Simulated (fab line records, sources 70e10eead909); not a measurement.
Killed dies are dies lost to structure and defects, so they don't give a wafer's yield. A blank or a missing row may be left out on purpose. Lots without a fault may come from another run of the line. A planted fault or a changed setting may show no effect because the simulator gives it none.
Which tool did it? | flow nand_harc | 10 lots, 30 wafers sampled, at 5 steps of a route of 1159

WHAT THE GAUGES READ, wafer by wafer
NHARC_END_SORT_01. Usual: defect_limited_yield 95.6 %, standard deviation 1.6; killed_at_array 26, standard deviation 11; killed_at_other 0.4, standard deviation 0.78; killed_at_periphery 3.4, standard deviation 2.4; killed_dies 29, standard deviation 11; killed_open 3.1, standard deviation 1.9; killed_short 1.9, standard deviation 1.4; sort_bin_2_pct 1.3 %, standard deviation 0.63; sort_bin_3_pct 0.20 %, standard deviation 0.18; sort_bin_4_pct 2.8 %, standard deviation 1.1; sort_n_pass 648, standard deviation 11; sort_rim_yield_pct 95 %, standard deviation 3.4; sort_yield_pct 95.6 %, standard deviation 1.6.
lot  | measured     | on        | defect_limited_yield (%) | killed_at_array | killed_at_other | killed_at_periphery | killed_dies | killed_open | killed_short | sort_bin_2_pct (%) | sort_bin_3_pct (%) | sort_bin_4_pct (%) | sort_n_pass | sort_rim_yield_pct (%) | sort_yield_pct (%) | flag
L332 | day 25 23:50 | prober-01 | 97.0 97.3 3.2            | 17 17 19        | 0 0 633         | 3 1 3               | 20 18 655   | 3 3 3       | 3 2 2        | 0.7 0.7 94.1       | 0.15 0 0           | 2.1 1.9 2.7        | 657 659 22  | 92 98 9                | 97.0 97.3 3.2      | OFF

WHICH TOOL RAN EACH LOT (tool, then ch and the chambers of the sampled wafers, then the start)
lot  | NHARC_A_CONTACT_ETCH_139             | NHARC_A_M1_ETCH_28                            | NHARC_A_BONDPAD_STRIP_15           | NHARC_THIN_TSV_ETCH_44
L311 | har_cap_etch-02 ch 0,1, day 17 01:41 | rie_diel-05 ch 1,2,3, day 18 05:08 or earlier | rie_diel-03 ch 1,3, day 18 05:08   | rie_diel-10 ch 1,2,3, day 21 14:29
L312 | har_cap_etch-03 ch 0,1, day 17 03:58 | rie_diel-11 ch 1,3, day 18 06:02 or earlier   | rie_diel-06 ch 0,2,3, day 18 06:02 | rie_diel-10 ch 1,3, day 21 16:52
L313 | har_cap_etch-02 ch 0,1, day 17 04:35 | rie_diel-05 ch 1,2,3, day 18 06:23 or earlier | rie_diel-06 ch 1,2,3, day 18 06:23 | rie_diel-10 ch 1,2,3, day 21 18:14
L315 | har_cap_etch-03 ch 0,1, day 17 19:58 | rie_diel-07 ch 0,2,3, day 18 15:04 or earlier | rie_diel-04 ch 0,1, day 18 15:04   | rie_diel-09 ch 0,1,2, day 21 19:20
L316 | har_cap_etch-01 ch 0,1, day 18 23:14 | rie_diel-07 ch 0,1,2, day 19 19:35 or earlier | rie_diel-04 ch 0,1,2, day 19 19:35 | rie_diel-09 ch 0,1,2, day 21 23:14
L321 | har_cap_etch-03 ch 0,1, day 19 13:47 | rie_diel-07 ch 1,2, day 20 06:48 or earlier   | rie_diel-03 ch 1,3, day 20 06:48   | rie_diel-09 ch 2,3, day 22 00:11
L318 | har_cap_etch-03 ch 0,1, day 19 20:41 | rie_diel-05 ch 0,1,3, day 20 18:50 or earlier | rie_diel-06 ch 1,2,3, day 20 18:50 | rie_diel-12 ch 0,1,3, day 22 02:29
L323 | har_cap_etch-03 ch 0,1, day 20 06:47 | rie_diel-11 ch 0,1, day 21 07:50 or earlier   | rie_diel-04 ch 0,3, day 21 07:50   | rie_diel-09 ch 1,3, day 22 04:50
L332 | har_cap_etch-02 ch 0,1, day 22 12:05 | rie_diel-05 ch 0,2,3, day 23 06:37 or earlier | rie_diel-03 ch 0,1, day 23 06:37   | rie_diel-09 ch 0,1,2, day 23 22:32
L333 | har_cap_etch-03 ch 1, day 23 01:58   | rie_diel-07 ch 0,1, day 23 23:16 or earlier   | rie_diel-06 ch 0,2, day 23 23:16   | rie_diel-10 ch 0,1,3, day 24 14:22
- NHARC_A_CONTACT_ETCH_139: etches the open film in C4F8/O2/Ar, time 137 s, target depth 590 nm.
- NHARC_A_M1_ETCH_28: etches the open film in CF4/N2, target depth 30 nm, time 72.99 s.
- NHARC_A_BONDPAD_STRIP_15: strips in O2.
- NHARC_THIN_TSV_ETCH_44: etches the open film in CF4/O2, target depth 1594.2 nm, time 797.1 s.

WHAT THE TOOLS THEMSELVES READ (means of the sampled wafers that have a number; where no wafer has one, the mark that the record gives instead)
NHARC_A_CONTACT_ETCH_139. Usual: oes_air_line_au 1.001 a.u., standard deviation 0.018; run_length_s 168.2 s, standard deviation 0.42.
lot  | tool            | oes_air_line_au (a.u.) | run_length_s (s) | flag
L311 | har_cap_etch-02 | 1.018                  | 168.3            |
L312 | har_cap_etch-03 | 0.973                  | 168.6            |
L313 | har_cap_etch-02 | 0.984                  | 168.2            |
L315 | har_cap_etch-03 | 1.006                  | 168.3            |
L316 | har_cap_etch-01 | 1.005                  | 168.2            |
L321 | har_cap_etch-03 | 0.990                  | 168.2            |
L318 | har_cap_etch-03 | 1.009                  | 168.1            |
L323 | har_cap_etch-03 | 1.010                  | 168.0            |
L332 | har_cap_etch-02 | 1.005                  | 168.3            |
L333 | har_cap_etch-03 | 1.024                  | 167.5            |

NHARC_A_M1_ETCH_28. Usual: bias_w 100.0 W, standard deviation 0.3; drypump_motor_current_A 5.7 A, standard deviation 0.56; oes_product_au 1.000 a.u., standard deviation 0.0073; rf_vpp_V 314.9 V, standard deviation 2.4; run_length_s 94.3 s, standard deviation 0.44; showerhead_plenum_p_Torr 2.68 Torr, standard deviation 0.13; throttle_valve_pct 19.794 %, standard deviation 0.009.
lot  | tool        | bias_w (W) | drypump_motor_current_A (A) | oes_product_au (a.u.) | rf_vpp_V (V) | run_length_s (s) | showerhead_plenum_p_Torr (Torr) | throttle_valve_pct (%) | flag
L311 | rie_diel-05 | 100.0      | 5.5                         | 0.994                 | 318.5        | 94.9             | 2.81                            | 19.801                 |
L312 | rie_diel-11 | 100.4      | 5.4                         | 1.004                 | 311.7        | 94.6             | 2.47                            | 19.801                 |
L313 | rie_diel-05 | 99.7       | 5.4                         | 0.994                 | 317.2        | 94.6             | 2.81                            | 19.790                 |
L315 | rie_diel-07 | 100.0      | 5.9                         | 0.997                 | 313.3        | 94.0             | 2.61                            | 19.794                 |
L316 | rie_diel-07 | 99.9       | 5.7                         | 0.997                 | 314.0        | 93.8             | 2.64                            | 19.801                 |
L321 | rie_diel-07 | 99.9       | 5.8                         | 0.994                 | 314.1        | 93.8             | 2.63                            | 19.800                 |
L318 | rie_diel-05 | 99.9       | 5.5                         | 0.996                 | 317.8        | 94.6             | 2.79                            | 19.789                 |
L323 | rie_diel-11 | 100.2      | 5.4                         | 1.001                 | 314.8        | 94.0             | 2.66                            | 19.796                 |
L332 | rie_diel-05 | 100.1      | 6.0                         | 1.004                 | 316.7        | 94.5             | 2.79                            | 19.798                 |
L333 | rie_diel-07 | 99.7       | 5.3                         | 0.994                 | 314.3        | 94.1             | 2.61                            | 19.801                 |

NHARC_A_BONDPAD_STRIP_15. Usual: drypump_motor_current_A 5.7 A, standard deviation 0.65; oes_product_au 0.995 a.u., standard deviation 0.0096; rf_vpp_V 58.0 V, standard deviation 0.89; showerhead_plenum_p_Torr 3.60 Torr, standard deviation 0.13; throttle_valve_pct 17.037 %, standard deviation 0.0091.
lot  | tool        | drypump_motor_current_A (A) | oes_product_au (a.u.) | rf_vpp_V (V) | showerhead_plenum_p_Torr (Torr) | throttle_valve_pct (%) | flag
L311 | rie_diel-03 | 5.0                         | 0.995                 | 58.5         | 3.67                            | 17.030                 |
L312 | rie_diel-06 | 6.2                         | 1.005                 | 57.1         | 3.47                            | 17.038                 |
L313 | rie_diel-06 | 6.4                         | 1.007                 | 57.5         | 3.50                            | 17.052                 |
L315 | rie_diel-04 | 5.6                         | 1.002                 | 59.1         | 3.69                            | 17.036                 |
L316 | rie_diel-04 | 5.7                         | 0.999                 | 57.8         | 3.60                            | 17.031                 |
L321 | rie_diel-03 | 5.0                         | 0.984                 | 58.3         | 3.67                            | 17.035                 |
L318 | rie_diel-06 | 6.5                         | 0.993                 | 58.2         | 3.67                            | 17.038                 |
L323 | rie_diel-04 | 5.6                         | 0.996                 | 58.5         | 3.50                            | 17.041                 |
L332 | rie_diel-03 | 6.0                         | 0.990                 | 57.0         | 3.69                            | 17.038                 |
L333 | rie_diel-06 | 6.1                         | 0.997                 | 58.2         | 3.55                            | 17.039                 |

NHARC_THIN_TSV_ETCH_44. Usual: bias_w 800.2 W, standard deviation 2.4; drypump_motor_current_A 5.9 A, standard deviation 0.4; oes_product_au 0.999 a.u., standard deviation 0.0092; rf_vpp_V 796 V, standard deviation 5.3; run_length_s 818.4 s, standard deviation 0.5; showerhead_plenum_p_Torr 1.85 Torr, standard deviation 0.085; throttle_valve_pct 16.914 %, standard deviation 0.0095.
lot  | tool        | bias_w (W) | drypump_motor_current_A (A) | oes_product_au (a.u.) | rf_vpp_V (V) | run_length_s (s) | showerhead_plenum_p_Torr (Torr) | throttle_valve_pct (%) | flag
L311 | rie_diel-10 | 800.6      | 5.8                         | 0.987                 | 793          | 818.3            | 1.81                            | 16.913                 |
L312 | rie_diel-10 | 799.9      | 5.5                         | 0.997                 | 789          | 818.2            | 1.75                            | 16.913                 |
L313 | rie_diel-10 | 799.5      | 5.9                         | 1.008                 | 794          | 818.5            | 1.81                            | 16.911                 |
L315 | rie_diel-09 | 802.5      | 5.9                         | 0.993                 | 797          | 818.2            | 1.86                            | 16.922                 |
L316 | rie_diel-09 | 800.7      | 5.8                         | 1.004                 | 797          | 818.2            | 1.86                            | 16.917                 |
L321 | rie_diel-09 | 802.3      | 5.8                         | 0.999                 | 793          | 818.7            | 1.82                            | 16.922                 |
L318 | rie_diel-12 | 800.1      | 6.0                         | 0.993                 | 793          | 818.5            | 1.78                            | 16.922                 |
L323 | rie_diel-09 | 800.5      | 6.0                         | 1.010                 | 798          | 818.8            | 1.89                            | 16.915                 |
L332 | rie_diel-09 | 799.0      | 5.9                         | 0.992                 | 796          | 767.7            | 1.86                            | 16.914                 | OFF
L333 | rie_diel-10 | 800.6      | 5.8                         | 0.993                 | 793          | 818.3            | 1.81                            | 16.914                 |

THE ANSWER, worked out from the rows above alone
Rule: a lot is off if the mean of its wafers that have a number lies more than 3 standard deviations from the usual mean. A lot without any number at a reading at which 4 lots or more have one is off too. The other lots that the step has rows for count as sound. The gauges are gone through in route order, then the tools' own readings, and for those a lot's mean is taken as printed above. The first step at which some lot is off is used, and at that step the reading that is off furthest; a lot without a number counts as furthest.
Off: L332, at NHARC_END_SORT_01 (killed_at_other). Neither off nor sound, because the step has no rows for them: L311, L312, L313, L315, L316, L321, L318, L323, L333.
A tool fits if, at a process step before that reading, it ran every lot that is off, and no sound lot after the first of them. The gauges at NHARC_END_SORT_01 aren't tried: what is off there is off at NHARC_THIN_TSV_ETCH_44 too, on other tools, and a gauge's error can't cause that. NHARC_A_M1_ETCH_28 gives no start for some lots, so the hours and the order of its lots are those of NHARC_A_BONDPAD_STRIP_15. Can't be told from this: 4 tools fit, har_cap_etch-02 at NHARC_A_CONTACT_ETCH_139, rie_diel-05 at NHARC_A_M1_ETCH_28, rie_diel-03 at NHARC_A_BONDPAD_STRIP_15, rie_diel-09 at NHARC_THIN_TSV_ETCH_44.

WHAT THE SIMULATOR HAD PUT IN
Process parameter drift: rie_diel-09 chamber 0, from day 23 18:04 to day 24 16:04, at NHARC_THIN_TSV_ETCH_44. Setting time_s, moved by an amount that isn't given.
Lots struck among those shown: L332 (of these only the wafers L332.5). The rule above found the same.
